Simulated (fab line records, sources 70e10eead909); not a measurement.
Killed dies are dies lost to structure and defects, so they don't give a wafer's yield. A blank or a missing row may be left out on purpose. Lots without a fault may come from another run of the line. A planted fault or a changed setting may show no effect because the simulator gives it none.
Which tool did it? | flow nand_harc | 12 lots, 36 wafers sampled, at 8 steps of a route of 1159

WHAT THE GAUGES READ, wafer by wafer
NHARC_P_STI_OCD_MEAS_43. Usual: trench_depth_nm 301 nm, standard deviation 5.7; trench_foot_cd_nm 158.2 nm, standard deviation 2.8.
lot  | measured    | on     | trench_depth_nm (nm) | trench_foot_cd_nm (nm) | flag
L289 | day 2 13:53 | ocd-02 | 304 305 303          | 157.2 156.7 161.1      |
L291 | day 3 02:55 | ocd-02 | 302 290 302          | 157.8 158.1 156.7      |
L293 | day 3 12:50 | ocd-02 | 306 289 301          | 160.2 162.4 159.3      |
L295 | day 4 00:35 | ocd-02 | 303 292 309          | 157.8 158.4 155.9      |
L297 | day 4 11:34 | ocd-02 | 305 290 298          | 156.7 159.9 160.7      |
L296 | day 4 11:44 | ocd-01 | 306 303 299          | 156.7 157.6 156.5      |
L299 | day 5 01:43 | ocd-01 | 289 295 289          | 159.9 156.6 161.3      |
L301 | day 5 13:49 | ocd-02 | 303 302 308          | 161.7 162.0 160.4      |
L303 | day 6 01:56 | ocd-01 | 307 311 311          | 159.9 152.3 155.9      |
L304 | day 6 07:23 | ocd-01 | 294 299 293          | 154.9 155.8 155.6      |
L308 | day 7 11:34 | ocd-01 | 302 302 300          | 158.2 155.6 158.2      |
L309 | day 7 11:46 | ocd-02 | 306 289 298          | 154.9 161.2 158.0      |

NHARC_P_STI_INSPECT_25. Usual: raw_defect_count 224, standard deviation 74.
lot  | measured    | on                | raw_defect_count | flag
L289 | day 3 17:26 | defect_inspect-01 | 281 326 292      |
L291 | day 4 05:58 | defect_inspect-01 | 243 203 192      |
L293 | day 4 15:29 | defect_inspect-02 | 72 158 156       |
L295 | day 5 03:51 | defect_inspect-01 | 195 229 183      |
L297 | day 5 16:34 | defect_inspect-01 | 369 258 198      |
L296 | day 5 16:34 | defect_inspect-02 | 249 151 159      |
L299 | day 6 00:05 | defect_inspect-01 | 211 155 177      |
L301 | day 6 21:35 | defect_inspect-02 | 254 241 234      |
L303 | day 7 06:11 | defect_inspect-02 | 1119 1021 1078   | OFF
L304 | day 7 06:12 | defect_inspect-01 | 1052 1098 1089   | OFF
L308 | day 8 15:53 | defect_inspect-02 | 323 197 489      |
L309 | day 8 15:53 | defect_inspect-01 | 231 123 220      |

NHARC_P_GATE_CD_MEAS_11: target cd 1640 nm. Usual: cd_nm 1640.5 nm, standard deviation 1.7.
lot  | measured    | on        | cd_nm (nm)           | flag
L289 | day 4 01:24 | cd_sem-02 | 1639.8 1639.4 1638.1 |
L291 | day 4 14:26 | cd_sem-01 | 1641.9 1638.6 1640.4 |
L293 | day 4 23:46 | cd_sem-01 | 1641.3 1644.5 1642.7 |
L295 | day 5 12:11 | cd_sem-01 | 1640.2 1640.4 1637.5 |
L297 | day 6 01:19 | cd_sem-01 | 1641.0 1639.9 1640.4 |
L296 | day 6 01:10 | cd_sem-03 | 1642.4 1640.7 1642.5 |
L299 | day 6 08:16 | cd_sem-01 | 1640.3 1642.7 1636.7 |
L301 | day 7 05:32 | cd_sem-01 | 1639.7 1641.1 1640.1 |
L303 | day 7 16:24 | cd_sem-02 | 1641.9 1638.0 1640.6 |
L304 | day 7 16:34 | cd_sem-03 | 1641.9 1640.1 1639.0 |
L308 | day 9 00:01 | cd_sem-01 | 1639.4 1639.9 1639.4 |
L309 | day 9 00:10 | cd_sem-03 | 1643.5 1640.0 1641.1 |

NHARC_P_GATE_INSPECT_28. Usual: raw_defect_count 7, standard deviation 3.2.
lot  | measured    | on                | raw_defect_count | flag
L289 | day 4 18:14 | defect_inspect-01 | 1 4 7            |
L291 | day 5 04:14 | defect_inspect-02 | 6 5 7            |
L293 | day 5 14:28 | defect_inspect-02 | 8 6 7            |
L295 | day 6 04:48 | defect_inspect-02 | 5 10 6           |
L297 | day 6 15:17 | defect_inspect-01 | 10 5 10          |
L296 | day 6 15:27 | defect_inspect-01 | 6 7 4            |
L299 | day 6 22:41 | defect_inspect-01 | 8 6 6            |
L301 | day 7 19:46 | defect_inspect-01 | 2 8 4            |
L303 | day 8 10:45 | defect_inspect-01 | 884 799 828      | OFF
L304 | day 8 10:13 | defect_inspect-01 | 803 870 833      | OFF
L308 | day 9 13:56 | defect_inspect-02 | 3 6 5            |
L309 | day 9 14:07 | defect_inspect-02 | 7 5 5            |

NHARC_P_GATE_INSPECT_68. Usual: raw_defect_count 205, standard deviation 70.
lot  | measured     | on                | raw_defect_count | flag
L289 | day 5 12:52  | defect_inspect-02 | 271 304 290      |
L291 | day 5 22:53  | defect_inspect-01 | 222 207 205      |
L293 | day 6 09:05  | defect_inspect-01 | 83 137 173       |
L295 | day 6 23:28  | defect_inspect-02 | 186 192 170      |
L297 | day 7 16:20  | defect_inspect-01 | 349 280 186      |
L296 | day 7 10:07  | defect_inspect-01 | 208 134 147      |
L299 | day 7 17:21  | defect_inspect-01 | 169 152 148      |
L301 | day 8 16:31  | defect_inspect-02 | 215 217 197      |
L303 | day 9 05:14  | defect_inspect-01 | 1088 968 1031    | OFF
L304 | day 9 04:28  | defect_inspect-01 | 1007 1081 1075   | OFF
L308 | day 10 08:59 | defect_inspect-02 | 352 189 482      |
L309 | day 10 09:14 | defect_inspect-02 | 184 112 179      |

NHARC_END_SORT_01. Usual: killed_at_array 27, standard deviation 11; killed_at_other 0.6, standard deviation 1; killed_at_periphery 3.0, standard deviation 2.1; killed_dies 31, standard deviation 12; killed_open 3.2, standard deviation 1.7; killed_short 1.7, standard deviation 1.4.
lot  | measured     | on        | killed_at_array | killed_at_other | killed_at_periphery | killed_dies | killed_open | killed_short | flag
L303 | day 23 12:03 | prober-02 | 8 23 18         | 0 1 1           | 468 443 456         | 476 467 475 | 1 4 5       | 1 0 0        | OFF
L304 | day 22 18:27 | prober-02 | 22 16 11        | 0 1 0           | 450 468 459         | 472 485 470 | 2 2 1       | 0 1 0        | OFF

WHICH TOOL RAN EACH LOT (tool, then ch and the chambers of the sampled wafers, then the start)
lot  | NHARC_P_STI_OXIDE_40         | NHARC_P_GATE_HM_DEP_102
L289 | furnace-04 ch 0, day 3 13:20 | acl_dep-02 ch 0, day 4 17:06
L291 | furnace-04 ch 0, day 4 01:53 | acl_dep-01 ch 0, day 5 02:46
L293 | furnace-04 ch 0, day 4 11:25 | acl_dep-02 ch 0, day 5 13:01
L295 | furnace-03 ch 0, day 4 23:50 | acl_dep-03 ch 0, day 6 03:34
L297 | furnace-06 ch 0, day 5 12:31 | acl_dep-02 ch 0, day 6 14:02
L296 | furnace-06 ch 0, day 5 12:31 | acl_dep-03 ch 0, day 6 14:09
L299 | furnace-03 ch 0, day 5 19:56 | acl_dep-01 ch 0, day 6 21:19
L301 | furnace-04 ch 0, day 6 17:31 | acl_dep-02 ch 0, day 7 18:13
L303 | furnace-06 ch 0, day 7 02:08 | acl_dep-03 ch 0, day 8 09:17
L304 | furnace-06 ch 0, day 7 02:08 | acl_dep-01 ch 0, day 8 08:58
L308 | furnace-03 ch 0, day 8 11:52 | acl_dep-02 ch 0, day 9 12:18
L309 | furnace-03 ch 0, day 8 11:52 | acl_dep-03 ch 0, day 9 12:18
- NHARC_P_STI_OXIDE_40: material SiO2, target thk 10 nm, ox time 1362 s.
- NHARC_P_GATE_HM_DEP_102: deposits aC, target thk 120 nm.

WHAT THE TOOLS THEMSELVES READ (means of the sampled wafers that have a number; where no wafer has one, the mark that the record gives instead)
NHARC_P_STI_OXIDE_40. Usual: ox_temp_c 900.0 C, standard deviation 0.38; spike_tc_lower_C 900.8 C, standard deviation 1.6.
lot  | tool       | ox_temp_c (C) | spike_tc_lower_C (C) | flag
L289 | furnace-04 | 900.2         | 900.4                |
L291 | furnace-04 | 900.2         | 899.9                |
L293 | furnace-04 | 900.3         | 900.3                |
L295 | furnace-03 | 899.7         | 899.3                |
L297 | furnace-06 | 899.6         | 902.1                |
L296 | furnace-06 | 900.1         | 901.5                |
L299 | furnace-03 | 900.2         | 899.8                |
L301 | furnace-04 | 899.8         | 899.7                |
L303 | furnace-06 | 900.5         | 902.2                |
L304 | furnace-06 | 899.9         | 901.4                |
L308 | furnace-03 | 899.9         | 900.3                |
L309 | furnace-03 | 900.1         | 899.9                |

NHARC_P_GATE_HM_DEP_102. Usual: throttle_valve_pct 35.000 %, standard deviation 0.0086.
lot  | tool       | throttle_valve_pct (%) | flag
L289 | acl_dep-02 | 35.003                 |
L291 | acl_dep-01 | 34.999                 |
L293 | acl_dep-02 | 35.001                 |
L295 | acl_dep-03 | 35.003                 |
L297 | acl_dep-02 | 34.992                 |
L296 | acl_dep-03 | 35.001                 |
L299 | acl_dep-01 | 35.002                 |
L301 | acl_dep-02 | 34.999                 |
L303 | acl_dep-03 | 34.994                 |
L304 | acl_dep-01 | 34.997                 |
L308 | acl_dep-02 | 35.003                 |
L309 | acl_dep-03 | 34.993                 |

THE ANSWER, worked out from the rows above alone
Rule: a lot is off if the mean of its wafers that have a number lies more than 3 standard deviations from the usual mean. A lot without any number at a reading at which 4 lots or more have one is off too. The other lots that the step has rows for count as sound. The gauges are gone through in route order, then the tools' own readings, and for those a lot's mean is taken as printed above. The first step at which some lot is off is used, and at that step the reading that is off furthest; a lot without a number counts as furthest.
Off: L303, L304, at NHARC_P_STI_INSPECT_25 (raw_defect_count).
A tool fits if, at a process step before that reading, it ran every lot that is off, and no sound lot after the first of them. The gauges at NHARC_P_STI_INSPECT_25 aren't tried: what is off there is off at NHARC_END_SORT_01 too, on other tools, and a gauge's error can't cause that. One fits: furnace-06 at NHARC_P_STI_OXIDE_40. Its last sound lot is L296 (day 5 12:31), its first lot that is off L303 (day 7 02:08): a fault that began between those two fits.

WHAT THE SIMULATOR HAD PUT IN
Chamber particle source: furnace-06, from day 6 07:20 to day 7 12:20, at NHARC_P_STI_OXIDE_40. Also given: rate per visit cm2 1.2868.
Lots struck among those shown: L303, L304. The rule above found the same.
